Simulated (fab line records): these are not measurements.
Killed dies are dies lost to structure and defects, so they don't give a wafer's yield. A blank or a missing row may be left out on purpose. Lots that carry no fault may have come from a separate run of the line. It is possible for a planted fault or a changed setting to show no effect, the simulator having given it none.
Matching of chambers ; flow n5Finfet ; 4 sister chambers for N5_ILD0_CMP_03 on cmp-01
The step polishes, stops on SiNx, t overpolish 1.9 s, target thk 197.38 nm. 4 wafers are shown with their chamber, then 7 later ones without.

WAFERS WITH THEIR CHAMBER
wafer;chamber;motorCurrentA (A)
L074.5;2;15.0
L083.1;1;12.1
L086.1;3;11.9
L086.3;0;14.1

WAFERS WITH NO CHAMBER GIVEN
wafer;motorCurrentA (A)
L086.4;15.8
L090.1;13.8
L090.2;15.2
L090.5;15.1
L091.3;16.1
L091.4;11.5
L091.6;14.4

WHICH CHAMBER EACH ONE RAN IN
wafer;from the rows above;in truth
L086.4;can't be placed: 2 or 0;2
L090.1;can't be placed: 0 or 2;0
L090.2;can't be placed: 2 or 0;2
L090.5;can't be placed: 2 or 0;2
L091.3;can't be placed: 2 or 0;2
L091.4;can't be placed: 3 or 1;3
L091.6;can't be placed: 0 or 2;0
Correctly placed: 0 of 7. Cannot be placed on the basis of these rows: 7; the candidates contain the true chamber in 7. Wrongly placed: 0.
How it was worked out, from the rows above alone: a wafer's distance from a chamber is the root of the sum, over the readings, of the square of ((its reading less the chamber's mean) divided by the reading's scatter). The wafer belongs to the nearest chamber; if the next one is less than 2 further off, it can't be placed. A chamber's mean is the mean of its shown wafers. The scatter: with one shown wafer a chamber, the root of the mean of the squares of how far each hidden wafer lies from its nearest shown one.
